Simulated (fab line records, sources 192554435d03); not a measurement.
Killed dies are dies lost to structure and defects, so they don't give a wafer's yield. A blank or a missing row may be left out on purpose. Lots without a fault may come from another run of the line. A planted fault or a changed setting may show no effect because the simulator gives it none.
fab line records | flow n5_finfet
record lots=5 wafers=15 last_day=18
route steps=1938 shown MOL_CONTACT_COAG@550 BEOL_M4@1111 PASSIVATION@1936
lots that met no fault: from a run of the same line without faults
start_h: hours from the record's first day to the start of the lot's first wafer shown | wait_h: hours since the lot's step before | " the same as in the row above | L1.1+2: a row that stands for several wafers | - no value, or no start given | * or withheld: withheld | < > ~ a bound
route shown NAME@n: a module of which the file shows steps, and the number in the route of the first | usual: mean/standard deviation of fault-free wafers | same: alike in all rows | chamber/n: place in a boat | sites: the reading at each site | _std_site: their standard deviation | _edge_site: outer sites' mean less inner sites' | radius_mm: how far each site lies from the wafer's centre | mask NAME#n: copy n | behind: the tool/chamber that last shaped the wafer | hold: why the lot was held/for how many hours/how that ended | device: the transistor (n, p or np) that didn't switch | end of line: the same wafers' tests at the end of the route | a step without rows: its recipe alone | killed: dies lost to structure and defects at the first sort, not the wafer's yield | map: a wafer's dies, x killed, . not, _ none there
set.NAME: the setting as run; set.NAME@STEP: as run at that earlier step | model.NAME: the simulator's own value behind a step, which no gauge read
lots at some steps of the route; a table a step, a row a wafer
services: from which hour (start_h, from the record's first day; less than 0 if before it) a tool's chamber was out of use, for how many hours, and why
## steps
# step N5_MOL_CONTACT_COAG_PRE_CLEAN_142
# recipe gas=H2/He time_s=60 temp_c=300
# usual heater_power_w=457/57
# columns lot.wafer tool chamber start_h wait_h heater_power_w
L703.2 pvd_sputter-02 - 108.33 1.5 404
L703.3 " - " " 492
L703.4 " - " " 449
L705.1 pvd_sputter-01 - 121.49 2.3 407
L705.5 " - " " 411
L705.6 " - " " 533
L709.1 pvd_sputter-01 - 145.79 1.8 523
L709.3 " - " " 503
L709.4 " - " " 414
L721.1 pvd_sputter-02 - 218.43 1.5 421
L721.4 " - " " 405
L721.5 " - " " 408
L723.2 pvd_sputter-02 - 235.77 3.9 396
L723.3 " - " " 436
L723.5 " - " " 440
# step N5_MOL_CONTACT_COAG_SPUTTER_130
# recipe material=Co target_thk_a=475 temp_c=25 chamber_pressure_pa=0.5 power_w=3000
# usual throttle_valve_pct=30.1/1
# columns lot.wafer tool chamber start_h wait_h throttle_valve_pct
L703.2 pvd_sputter-02 - 108.39 0.0 29.6
L703.3 " - " " 31.0
L703.4 " - " " 28.3
L705.1 pvd_sputter-01 - 121.55 0.0 31.9
L705.5 " - " " 32.0
L705.6 " - " " 29.6
L709.1 pvd_sputter-01 - 145.85 0.0 29.6
L709.3 " - " " 29.6
L709.4 " - " " 32.1
L721.1 pvd_sputter-02 - 218.49 0.0 30.3
L721.4 " - " " 29.6
L721.5 " - " " 29.4
L723.2 pvd_sputter-02 - 235.83 0.0 29.7
L723.3 " - " " 30.7
L723.5 " - " " 28.4
# step N5_MOL_CONTACT_COAG_PRECLEAN_125
# recipe chemistry=DIW time_s=57.5 temp_c=23
# step N5_MOL_CONTACT_COAG_SRD_126
# recipe dry_time_s=32 dry=n2_spin spin_rpm=1500
# step N5_MOL_CONTACT_COAG_CMP_23
# recipe stop_on=SiO2 t_overpolish_s=1.5 post_cmp_clean=cu_alkaline down_force_psi=2 platen_rpm=50.289 pad_velocity_m_s=1.0006 target_thk_nm=0
# usual motor_current_A=8.3/1.1 overpolish_run_s=1.499/0.0092 time_to_endpoint_s=9.7/2
# columns lot.wafer tool chamber start_h wait_h motor_current_A overpolish_run_s time_to_endpoint_s
L703.3 cmp-04 0 108.57 0.0 7.2 1.505 9.0
L703.4 " 2 " " 8.9 1.503 13.3
L703.2 " 3 " " 7.4 1.514 10.1
L705.1 cmp-03 0 121.81 0.1 7.8 1.500 11.4
L705.5 " 2 " " 8.9 1.485 12.9
L705.6 " 3 " " 10.6 1.508 11.5
L709.3 cmp-01 0 146.03 0.0 8.2 1.492 12.1
L709.1 " 2 " " 7.4 1.502 11.5
L709.4 " 3 " " 8.4 1.494 10.6
L721.4 cmp-03 0 218.74 0.1 7.9 1.495 10.5
L721.1 " 1 " " 7.7 1.503 12.6
L721.5 " 2 " " 8.9 1.516 11.6
L723.2 cmp-04 2 236.01 0.0 9.5 1.510 8.8
L723.3 " 1 " " 7.7 1.507 8.0
L723.5 " 2 " " 9.2 1.505 7.6
# step N5_MOL_CONTACT_COAG_WET_ETCH_26
# recipe target=Co target_depth_nm=13
# step N5_MOL_CONTACT_COAG_WET_ETCH_116
# recipe chemistry=SC1-inhibited target_depth_nm=4.6 dry=ipa_marangoni rinse_time_s=30 rinse_temp_c=23
# step N5_MOL_CONTACT_COAG_ALD_27
# recipe material=SiOC target_thk_a=170 temp_c=400 ald_precursor_family=carbosiloxane ald_co_reactant=H2-plasma pulse_time_s=1.5 time_s=2720 purge_time_s=2 co_reactant_purge_time_s=2 ald_cycles=340 pressure_torr=2
# usual heater_power_w=857/100 precursor_pulse_height_rel=1.004/0.019 susceptor_temp_C=400.02/0.24
# columns lot.wafer tool chamber start_h wait_h heater_power_w precursor_pulse_height_rel susceptor_temp_C
L703.2 ald_sin-03 2 109.39 0.0 911 0.978 399.58
L703.3 " 0 " " 922 0.999 399.88
L703.4 " 3 " " 829 0.987 399.74
L705.1 ald_sin-02 1 122.55 0.0 733 0.994 400.28
L705.5 " 3 " " 988 1.009 400.13
L705.6 " 2 " " 746 1.053 400.19
L709.1 ald_sin-02 3 146.89 0.0 982 1.019 399.78
L709.3 " 2 " " 746 1.024 400.02
L709.4 " 0 " " 851 0.995 399.99
L721.1 ald_sin-02 2 219.49 0.0 737 0.994 399.88
L721.4 " 1 " " 711 1.015 399.93
L721.5 " 0 " " 804 0.995 400.01
L723.2 ald_sin-01 1 236.83 0.0 1017 1.002 399.89
L723.3 " 0 " " 737 1.001 399.75
L723.5 " 2 " " 1041 1.002 399.88
# step N5_MOL_CONTACT_COAG_CMP_28
# recipe stop_on=SiNx t_overpolish_s=0.85 post_cmp_clean=alkaline_brush down_force_psi=4.15 platen_rpm=51.8 pad_velocity_m_s=1.0307 target_thk_nm=14.522
# usual motor_current_A=12.5/1.4 time_to_endpoint_s=4.4/1.9
# columns lot.wafer tool chamber start_h wait_h motor_current_A time_to_endpoint_s
L703.2 cmp-04 1 110.96 0.8 12.5 3.1
L703.3 " 2 " " 13.2 6.7
L703.4 " 3 " " 11.7 2.7
L705.1 cmp-01 2 124.16 0.8 11.0 7.2
L705.5 " 1 " " 12.7 7.8
L705.6 " 2 " " 11.0 8.2
L709.4 cmp-01 2 148.46 0.8 11.0 6.4
L709.1 " 3 " " 13.0 6.1
L709.3 " 0 " " 12.4 5.3
L721.1 cmp-04 1 221.09 0.8 12.6 2.7
L721.4 " 2 " " 13.2 4.1
L721.5 " 0 " " 11.3 2.0
L723.2 cmp-01 0 238.40 0.8 12.1 4.3
L723.3 " 2 " " 11.4 4.9
L723.5 " 0 " " 12.1 5.7
# step N5_MOL_CONTACT_COAG_THK_MEAS_29
# recipe reads=SiNx_of_GATE_CUT_PECVD_57+SiNx_of_GATE_CUT_SAC_CAP_01
# usual MD_CAP_THK=17.91/0.072
# columns lot.wafer tool chamber start_h wait_h MD_CAP_THK[nm]
L703.2 film_metro-02 - 111.25 - 18.05
L703.3 " - " " 17.90
L703.4 " - " " 17.93
L705.1 film_metro-02 - 124.42 - 17.96
L705.5 " - " " 17.98
L705.6 " - " " 17.83
L709.1 film_metro-02 - 148.76 - 17.84
L709.3 " - " " 17.94
L709.4 " - " " 17.95
L721.1 film_metro-01 - 221.35 - 17.90
L721.4 " - " " 17.89
L721.5 " - " " 17.86
L723.2 film_metro-02 - 238.69 - 17.79
L723.3 " - " " 17.91
L723.5 " - " " 17.98
# step N5_MOL_CONTACT_COAG_ALD_123
# recipe material=SiNx target_thk_a=50 temp_c=400 ald_precursor_family=SiH2I2 ald_co_reactant=N2/H2-plasma pulse_time_s=1 purge_time_s=2 co_reactant_purge_time_s=2 ald_cycles=100 pressure_torr=2
# usual heater_power_w=873/100 precursor_pulse_height_rel=1.000/0.019 susceptor_temp_C=400.00/0.24
# columns lot.wafer tool chamber start_h wait_h heater_power_w precursor_pulse_height_rel susceptor_temp_C
L703.2 ald_sin-03 0 111.29 0.0 897 0.993 400.00
L703.3 " 3 " " 834 0.995 399.56
L703.4 " 2 " " 897 0.990 400.41
L705.1 ald_sin-03 3 124.45 0.0 846 1.018 399.93
L705.5 " 1 " " 769 0.989 400.30
L705.6 " 0 " " 913 0.997 399.54
L709.1 ald_sin-03 3 148.79 0.0 844 0.978 399.98
L709.3 " 2 " " 907 1.006 399.97
L709.4 " 1 " " 807 1.001 405.85
L721.1 ald_sin-02 2 221.39 0.0 774 0.988 400.36
L721.4 " 0 " " 815 0.972 399.99
L721.5 " 1 " " 711 0.964 399.85
L723.2 ald_sin-03 2 240.25 1.6 903 0.995 400.23
L723.3 " 0 " " 901 1.000 400.10
L723.5 " 0 " " 915 1.007 400.41
# step N5_MOL_CONTACT_COAG_PECVD_31
# recipe material=SiO2 target_thk_a=460 temp_c=400 precursor=TEOS/O2 pressure_torr=6.5 rf_w=withheld teos_flow_sccm=withheld gas=O2 flow_sccm=2650 time_s=8.9
# step N5_BEOL_M4_RC_MEAS_101
# usual DIBL_N=36.3/1.6 DIBL_P=36.5/1.6 IOFF_N=0.163/0.026 IOFF_P=0.22/0.033 ION_N=676/9.9 ION_P=464/6.5 SS_N=71.5/0.5 SS_P=73.3/0.64 VT_N=249.3/2.9 VT_P=-250/3.2
# columns lot.wafer tool chamber start_h wait_h DIBL_N[mV/V] DIBL_P[mV/V] IOFF_N[nA/um] IOFF_P[nA/um] ION_N[uA/um] ION_P[uA/um] SS_N[mV/dec] SS_P[mV/dec] VT_N[mV] VT_P[mV]
L703.2 prober-01 0 200.31 0.2 35.0 36.0 0.166 0.20 675 458 71.8 73.5 250.1 -250
L703.3 " 0 " " 34.6 35.3 0.157 0.18 672 459 72.0 73.3 249.7 -251
L703.4 " 0 " " 35.8 37.9 0.195 0.22 692 466 72.3 73.9 245.3 -250
L705.1 prober-02 0 208.22 0.0 37.1 37.4 0.178 0.20 679 458 71.6 73.9 247.0 -252
L705.5 " 0 " " 37.9 39.1 0.196 0.24 676 460 71.7 74.7 245.6 -249
L705.6 " 0 " " 36.3 37.2 0.171 0.20 684 464 72.0 73.7 247.7 -253
L709.1 prober-02 0 234.64 0.0 38.6 37.4 0.206 0.25 683 462 72.3 73.8 246.6 -247
L709.3 " 0 " " 37.5 36.7 0.191 0.25 694 471 71.6 73.3 244.8 -247
L709.4 " 0 " " 37.9 36.6 0.196 0.24 684 472 72.0 73.9 244.2 -247
L721.1 prober-01 0 309.23 0.0 35.3 35.1 0.138 0.19 666 459 70.7 73.3 252.5 -253
L721.4 " 0 " " 35.9 36.4 0.150 0.21 681 466 71.1 73.1 249.6 -251
L721.5 " 0 " " 37.2 37.8 0.168 0.23 678 461 71.6 74.1 251.5 -251
L723.2 prober-01 0 320.63 0.2 36.4 35.6 0.161 0.23 686 466 72.0 73.8 247.9 -248
L723.3 " 0 " " 36.5 35.7 0.180 0.24 687 467 71.3 73.3 248.0 -247
L723.5 " 0 " " 37.7 36.8 0.195 0.25 691 467 72.5 74.8 244.9 -246
# step N5_PASSIVATION_PROBE_49
# usual defect_limited_yield=91.2/1.5 killed_at_M0_to_M3=32/9.6 killed_at_M4_up=13/5.3 killed_at_contacts=13/6.7 killed_at_front_end=42/11 killed_at_other=3.8/2.9 killed_dies=103/17 killed_open=67/13 killed_short=35/7.9 sort_bin_5_function=5.2/0.94 sort_bin_6_memory=3.3/0.64 sort_n_pass=1077/17 sort_yield_pct=91.2/1.5
# same gross_dies=1180 killed_at_back_side=0 sort_bin_4_leakage[%]=0 sort_bin_8_speed[%]=0
# columns lot.wafer tool chamber start_h wait_h defect_limited_yield[%] killed_at_M0_to_M3 killed_at_M4_up killed_at_contacts killed_at_front_end killed_at_other killed_dies killed_open killed_short sort_bin_5_function[%] sort_bin_6_memory[%] sort_n_pass sort_yield_pct[%]
L703.2 prober-02 - 300.10 0.1 91.0 33 14 24 30 5 106 80 23 5.1 3.2 1074 91.0
L703.3 prober-02 - 300.15 0.1 92.5 27 6 27 25 3 88 59 21 4.0 2.5 1092 92.5
L703.4 prober-02 - 300.20 0.2 92.6 29 8 21 27 2 87 61 26 4.7 2.5 1093 92.6
L705.1 prober-02 - 318.14 0.0 90.1 34 23 8 52 0 117 76 39 6.4 2.9 1063 90.1
L705.5 prober-02 - 318.34 0.2 89.2 40 10 20 55 2 127 79 46 6.1 4.0 1053 89.2
L705.6 prober-02 - 318.39 0.3 88.9 31 20 12 67 1 131 88 42 5.9 4.7 1049 88.9
L709.1 prober-01 - 346.16 0.0 90.0 32 12 4 61 9 118 79 31 6.2 3.0 1062 90.0
L709.3 prober-01 - 346.26 0.1 90.3 25 17 5 59 9 115 75 38 5.4 4.0 1065 90.3
L709.4 prober-01 - 346.31 0.2 91.5 16 19 3 54 8 100 60 40 4.7 3.6 1080 91.5
# killed by level:class
L703.2 MOL_CONTACT_COAG:geometric_particle:open=18 FIN_SAQP:geometric_particle:open=15 BEOL_M3:geometric_particle:open=13 BEOL_M0_SAQP:geometric_particle:open=7 BEOL_M4:geometric_particle:open=7 MOL_CONTACT_COAG:geometric_particle:short=6 STI_FIN_REVEAL:geometric_particle:open=4 BEOL_M0_SAQP:geometric_particle:short=4
L703.3 MOL_CONTACT_COAG:geometric_particle:open=23 STI_FIN_REVEAL:geometric_particle:open=8 HKMG_FIN:area_etch=7 BEOL_M0_SAQP:geometric_particle:open=6 BEOL_M2:geometric_particle:open=5 DUMMY_GATE:geometric_particle:open=4 MOL_CONTACT_COAG:geometric_particle:short=4 BEOL_M0_SAQP:geometric_particle:short=4
L703.4 MOL_CONTACT_COAG:geometric_particle:open=16 BEOL_M2:geometric_particle:open=9 STI_FIN_REVEAL:geometric_particle:open=7 GATE_CUT:geometric_particle:short=7 BEOL_M0_SAQP:geometric_particle:open=7 MOL_CONTACT_COAG:geometric_particle:short=5 BEOL_M3:geometric_particle:open=5 STARTING-WAFER:geometric_particle:open=4
L705.1 DUMMY_GATE:geometric_particle:open=12 BEOL_M2:geometric_particle:open=10 FIN_SAQP:geometric_particle:open=9 FIN_SAQP:geometric_particle:short=9 BEOL_M0_SAQP:geometric_particle:short=9 BEOL_M4:geometric_particle:open=9 STI_FIN_REVEAL:geometric_particle:open=7 MOL_CONTACT_COAG:geometric_particle:open=7
L705.5 FIN_SAQP:geometric_particle:short=17 FIN_SAQP:geometric_particle:open=15 MOL_CONTACT_COAG:geometric_particle:open=15 BEOL_M0_SAQP:geometric_particle:short=9 BEOL_M2:geometric_particle:open=9 BEOL_M0_SAQP:geometric_particle:open=8 STI_FIN_REVEAL:geometric_particle:open=7 MOL_CONTACT_COAG:geometric_particle:short=5
L705.6 FIN_SAQP:geometric_particle:open=21 FIN_SAQP:geometric_particle:short=11 BEOL_M3:geometric_particle:open=10 STI_FIN_REVEAL:geometric_particle:open=9 MOL_CONTACT_COAG:geometric_particle:open=9 BEOL_M0_SAQP:geometric_particle:short=7 BEOL_M0_SAQP:geometric_particle:open=7 BEOL_M4:geometric_particle:open=7
L709.1 STI_FIN_REVEAL:geometric_particle:open=18 FIN_SAQP:geometric_particle:short=8 FIN_SAQP:geometric_particle:open=8 BEOL_M0_SAQP:geometric_particle:short=8 BEOL_M1:geometric_particle:open=8 BEOL_M0_SAQP:geometric_particle:open=7 HKMG_FIN:area_etch=7 DUMMY_GATE:geometric_particle:open=6
L709.3 STI_FIN_REVEAL:geometric_particle:open=14 FIN_SAQP:geometric_particle:short=11 BEOL_M1:geometric_particle:open=10 FIN_SAQP:geometric_particle:open=8 ILD0:geometric_particle:short=7 BEOL_M5:geometric_particle:open=6 GATE_CUT:geometric_particle:open=4 ILD0:geometric_particle:open=4
L709.4 BEOL_M4:geometric_particle:open=12 STI_FIN_REVEAL:geometric_particle:open=10 DUMMY_GATE:geometric_particle:open=8 FIN_SAQP:geometric_particle:open=6 GATE_CUT:geometric_particle:short=5 STARTING-WAFER:geometric_particle:short=5 FIN_SAQP:geometric_particle:short=4 BEOL_M0_SAQP:geometric_particle:short=4
## services
# columns tool chamber start_h hours kind
ald_sin-01 - 85.25 14.0 pm
cmp-03 - 93.06 3.3 repair
cmp-03 - 102.10 1.4 repair
ald_sin-02 - 112.02 6.1 pm
cmp-03 - 115.28 1.9 repair
cmp-03 - 122.34 0.2 repair
cmp-04 - 134.97 0.8 repair
pvd_sputter-02 - 137.70 5.1 repair
cmp-01 - 139.81 3.7 pm
cmp-04 - 145.28 1.4 repair
cmp-03 - 150.85 4.0 pm
ald_sin-02 - 176.79 14.0 pm
ald_sin-02 0 176.79 14.0 vent_cycle
ald_sin-02 1 176.79 14.0 vent_cycle
ald_sin-02 2 176.79 14.0 vent_cycle
ald_sin-02 3 176.79 14.0 vent_cycle
cmp-01 - 182.05 0.7 repair
ald_sin-02 0 190.79 - clean
ald_sin-02 1 190.79 - clean
ald_sin-02 2 190.79 - clean
cmp-04 - 191.68 0.3 repair
ald_sin-03 - 204.96 6.0 pm
ald_sin-02 3 205.50 4.2 repair
ald_sin-03 3 238.84 2.9 repair
## key
first_sign step=N5_MOL_CONTACT_COAG_ALD_123 reading=susceptor_temp_C direction=up sigmas=24 usual=* struck=*
effect none on later readings
met_at N5_MOL_CONTACT_COAG_ALD_123
struck_wafers L709.4
onset_between 124.45 148.79
fault kind=process_parameter_drift tool=ald_sin-03 chamber=1 onset_h=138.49 steps=N5_MOL_CONTACT_COAG_ALD_123 channel=temp_c offset=* shape=step end_h=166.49 acts_in=* stated=*
